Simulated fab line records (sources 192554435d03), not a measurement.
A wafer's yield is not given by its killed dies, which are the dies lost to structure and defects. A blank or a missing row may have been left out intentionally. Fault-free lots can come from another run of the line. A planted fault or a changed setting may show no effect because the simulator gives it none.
A lot that was struck, set against a sound lot / flow n5Finfet / 29 steps out of a route of 1938
Sound: these wafers, L301.1, L301.3, L301.5. Struck: wafer L296.4 (left out: L296.3, L296.6 of the same lot, which were not struck); the cause appears at the end.
Each step with rows lists, per side, the tool, then ch with its chambers, then its first start. Under that, the readings that differ: sound wafers / struck wafers / difference of the means / sigmas: that difference in standard deviations of wafers without a fault.
alike: same words and numbers on both sides, and readings whose means sit less than 2 such deviations apart. not compared: any withheld reading, any reading some wafer has no value for, any bound like >300 that may hide the same value, and any number with overlapping values for which the record gives no deviation.
Wherever a step has rows on one side only, a row that says differs or no value, or a row with sigmas, the two part there. Numbers that don't overlap but have no deviation are shown without sigmas and don't part them. A reading missing from all wafers of one side parts the sides only when that side holds two or more wafers.

first, 9 steps without rows for these wafers: N5_BEOL_M4_COAT_73 (time 60 s, resist thk 5 nm); N5_BEOL_M4_COAT_05 (resist thk 30 nm); N5_BEOL_M4_EBR_07; N5_BEOL_M4_SOFTBAKE_06 (time 60 s); N5_BEOL_M4_EXPOSE_08 (exposes mask M4); N5_BEOL_M4_PEB_09 (peb time 60 s); N5_BEOL_M4_DEVELOP_10 (develop time 30 s); N5_BEOL_M4_DESCUM_16 (chemistry O2, time 7 s); N5_BEOL_M4_ETCH_74 (etches underlayer in N2/H2, target depth 6.5 nm, time 5.2 s).
N5_BEOL_M4_ETCH_63: etches SiARC in CF4, target depth 15.6 nm, time 26 s.
  sound on rieDiel-06 ch 1,2, day 11 07:54; struck on rieDiel-05 ch 3, day 10 02:25
  alike: biasW, drypumpMotorCurrentA, etchRfOnTimeS, mfcArSccm, oesProductAu, rfVppV, showerheadPlenumPTorr, throttleValvePct
  not compared: rfHoursCounterH
then, 15 steps without rows for these wafers: N5_BEOL_M4_ETCH_64 (etches SOC in N2/H2, target depth 75 nm, overetch 22.5 nm, time 121.9 s); N5_BEOL_M4_STRIP_65 (strips in N2/H2); N5_BEOL_M4_STRIP_75 (strips in N2/H2); N5_BEOL_M4_STRIP_66 (strips in CF4); N5_BEOL_M4_HM_OPEN_17 (chemistry Cl2/BCl3, target TiN, target depth 20 nm, overetch 6 nm); N5_BEOL_M4_STRIP_19 (strips in O2); N5_BEOL_M4_COAT_67 (time 60 s, resist thk 60 nm); N5_BEOL_M4_COAT_68 (time 60 s, resist thk 12 nm); N5_BEOL_M4_COAT_76 (time 60 s, resist thk 5 nm); N5_BEOL_M4_COAT_22 (resist thk 30 nm); N5_BEOL_M4_EBR_24; N5_BEOL_M4_SOFTBAKE_23 (time 60 s); N5_BEOL_M4_EXPOSE_25 (exposes mask V3, defocus 5 nm); N5_BEOL_M4_PEB_26 (peb time 60 s); N5_BEOL_M4_DEVELOP_27 (develop time 30 s).
N5_BEOL_M4_INSPECT_30: inspects for defects (brightfield).
  sound on defectInspect-01, day 11 08:50; struck on defectInspect-01, day 10 03:21
reading=rawDefectCount; sound=363 424 300; struck=881; difference=+519; sigmas=+5
then, 1 step without rows for these wafers: N5_BEOL_M4_DESCUM_33 (chemistry O2, time 7 s).
N5_BEOL_M4_RC_MEAS_101:
  sound on prober-02 ch 0, day 11 14:55; struck on prober-02 ch 0, day 10 14:29
reading=DIBL_N (mV/V); sound=33.2 35.3 34.4; struck=38.3; difference=+4.0; sigmas=+3
reading=DIBL_P (mV/V); sound=33.0 35.4 34.5; struck=38.4; difference=+4.1; sigmas=+2
reading=IOFF_N (nA/um); sound=0.127 0.143 0.135; struck=0.190; difference=+0.055; sigmas=+2
reading=IOFF_P (nA/um); sound=0.14 0.15 0.15; struck=0.25; difference=+0.10; sigmas=+3
reading=VT_P (mV); sound=-257 -258 -258; struck=-247; difference=+11; sigmas=+3
  alike: ION_N, ION_P, SS_N, SS_P, VT_N
-- a jump in the record: the struck wafers' starts before and after are 5 days apart (it breaks off in module BEOL_M4 and resumes in module PASSIVATION, where the first step shown is number 1936 of the route) --
N5_PASSIVATION_PROBE_49:
  rows exist in the record for the struck wafers here (prober-01, day 15 02:29), but not for the sound ones

WHERE THEY PART
At N5_BEOL_M4_INSPECT_30 first; at N5_PASSIVATION_PROBE_49 last (within this record only).

WHY: what the simulator had put in
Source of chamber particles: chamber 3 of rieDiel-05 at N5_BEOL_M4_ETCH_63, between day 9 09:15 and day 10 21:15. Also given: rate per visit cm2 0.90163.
